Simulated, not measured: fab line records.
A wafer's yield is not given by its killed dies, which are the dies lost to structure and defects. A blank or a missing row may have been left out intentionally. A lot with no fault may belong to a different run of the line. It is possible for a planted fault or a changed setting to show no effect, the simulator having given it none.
A lot that was struck, set against a sound lot ; flow n5_finfet ; 15 out of 1938 route steps
Sound: the wafers L614.1, L614.2, L614.6. Struck: wafers L618.2, L618.5, L618.6. The cause is given at the end.
At each step with rows: each side's tool, then ch and its chambers, then its first start. Under that, the readings that differ: sound wafers ; struck wafers ; difference of the means ; sigmas: that difference in standard deviations of wafers without a fault.
alike: same words and numbers on both sides, and readings whose means sit less than 2 such deviations apart. not compared: any withheld reading, any reading some wafer has no value for, any bound like >300 that may hide the same value, and any number with overlapping values for which the record gives no deviation.
The two part at a step that has a row with sigmas, a row that says differs or no value, or rows on one side only. Numbers that don't overlap but have no deviation are shown without sigmas and don't part them. A reading that every wafer of one side lacks parts them only if that side has two wafers or more.

first, 4 steps without rows for these wafers: N5_MOL_CONTACT_COAG_SOFTBAKE_79 (time 60 s); N5_MOL_CONTACT_COAG_EXPOSE_81 (exposes mask VG, defocus 0 nm); N5_MOL_CONTACT_COAG_PEB_82 (peb time 60 s); N5_MOL_CONTACT_COAG_DEVELOP_83 (develop time 30 s).
N5_MOL_CONTACT_COAG_CD_MEAS_84: the cd target is 25.1 nm.
  sound on cd_sem-02 ch 0, day 5 04:11; struck on cd_sem-02 ch 0, day 6 06:17
  alike: cd_nm
N5_MOL_CONTACT_COAG_OVL_MEAS_85:
  sound on overlay-02 ch 0, day 5 04:13; struck on overlay-01 ch 0, day 6 06:20
  alike: VG_OVL
N5_MOL_CONTACT_COAG_INSPECT_57: inspects for defects (brightfield).
  sound on defect_inspect-02, day 5 04:17; struck on defect_inspect-01, day 6 06:23
  alike: raw_defect_count
N5_MOL_CONTACT_COAG_DESCUM_88: chemistry O2, time 7 s.
  sound on rie_diel-02 ch 0,2,3, day 5 04:19; struck on rie_diel-04 ch 0,1, day 6 07:04
  alike: chamber_pressure_mTorr, drypump_motor_current_A, oes_product_au, rf_vpp_V, showerhead_plenum_p_Torr, throttle_valve_pct
  not compared: rf_hours_counter_h
N5_MOL_CONTACT_COAG_ETCH_89: etches underlayer in N2/H2, target depth 13 nm, time 10.4 s.
  sound on rie_diel-02 ch 0,2,3, day 5 04:21; struck on rie_diel-04 ch 0,1, day 6 07:06
  alike: chamber_pressure_mTorr, drypump_motor_current_A, etch_rf_on_time_s, oes_product_au, rf_vpp_V, showerhead_plenum_p_Torr, throttle_valve_pct
  not compared: rf_hours_counter_h
N5_MOL_CONTACT_COAG_ETCH_90: etches SiARC in CF4, target depth 13 nm, time 21.7 s.
  sound on rie_diel-02 ch 0,2,3, day 5 04:22; struck on rie_diel-04 ch 0,1, day 6 07:07
  alike: chamber_pressure_mTorr, drypump_motor_current_A, etch_rf_on_time_s, oes_product_au, rf_vpp_V, showerhead_plenum_p_Torr, throttle_valve_pct
  not compared: rf_hours_counter_h
N5_MOL_CONTACT_COAG_ALD_131: deposits SiO2, target thk 5 nm, pulse time 1 s, co reactant pulse time 1 s.
  sound on ald_sin-02 ch 0,2, day 5 04:27; struck on ald_sin-01 ch 0,2,3, day 6 07:12
reading;sound;struck;difference;sigmas
heater_power_w (W);60 73 60;84 81 79;+17;+2
  alike: heater_power_outer_w, precursor_pulse_height_rel
N5_MOL_CONTACT_COAG_ETCHBACK_132: etches SiO2 in CHF3, target depth 10 nm, time 6.7 s.
  sound on rie_diel-04 ch 1,3, day 5 04:37; struck on rie_diel-04 ch 1,2,3, day 6 07:23
  alike: chamber_pressure_mTorr, drypump_motor_current_A, oes_product_au, rf_vpp_V, showerhead_plenum_p_Torr, throttle_valve_pct
  not compared: rf_hours_counter_h
N5_MOL_CONTACT_COAG_ETCH_91: etches SOC in N2/H2, target depth 60 nm, overetch 21 nm, time 101.2 s.
  sound on rie_diel-04 ch 1,3, day 5 04:40; struck on rie_diel-04 ch 1,2,3, day 6 07:25
reading;sound;struck;difference;sigmas
oes_product_au (a.u.);0.59 0.60 0.59;0.68 0.72 0.67;+0.10;+2
model.SiARC_of_MOL_CONTACT_COAG_COAT_76.thk_nm (nm);5.8 5.8 6;6.8 6.6 6.8;+0.9;
  alike: chamber_pressure_mTorr, drypump_motor_current_A, rf_vpp_V, showerhead_plenum_p_Torr, throttle_valve_pct
  not compared: rf_hours_counter_h
then, 1 step without rows for these wafers: N5_MOL_CONTACT_COAG_STRIP_92 (strips in N2/H2).
-- here the record skips 10 days between the struck wafers' starts before and after, leaving off in module MOL_CONTACT_COAG and picking up in module PASSIVATION (first step shown: number 1936 of the route) --
N5_PASSIVATION_PROBE_49:
  record: rows for the struck wafers here (prober-02, day 16 03:47), none for the sound ones

== WHERE THEY PART ==
At N5_MOL_CONTACT_COAG_ALD_131 first; at N5_PASSIVATION_PROBE_49 last (within this record only).

WHY: whatever the simulator had introduced
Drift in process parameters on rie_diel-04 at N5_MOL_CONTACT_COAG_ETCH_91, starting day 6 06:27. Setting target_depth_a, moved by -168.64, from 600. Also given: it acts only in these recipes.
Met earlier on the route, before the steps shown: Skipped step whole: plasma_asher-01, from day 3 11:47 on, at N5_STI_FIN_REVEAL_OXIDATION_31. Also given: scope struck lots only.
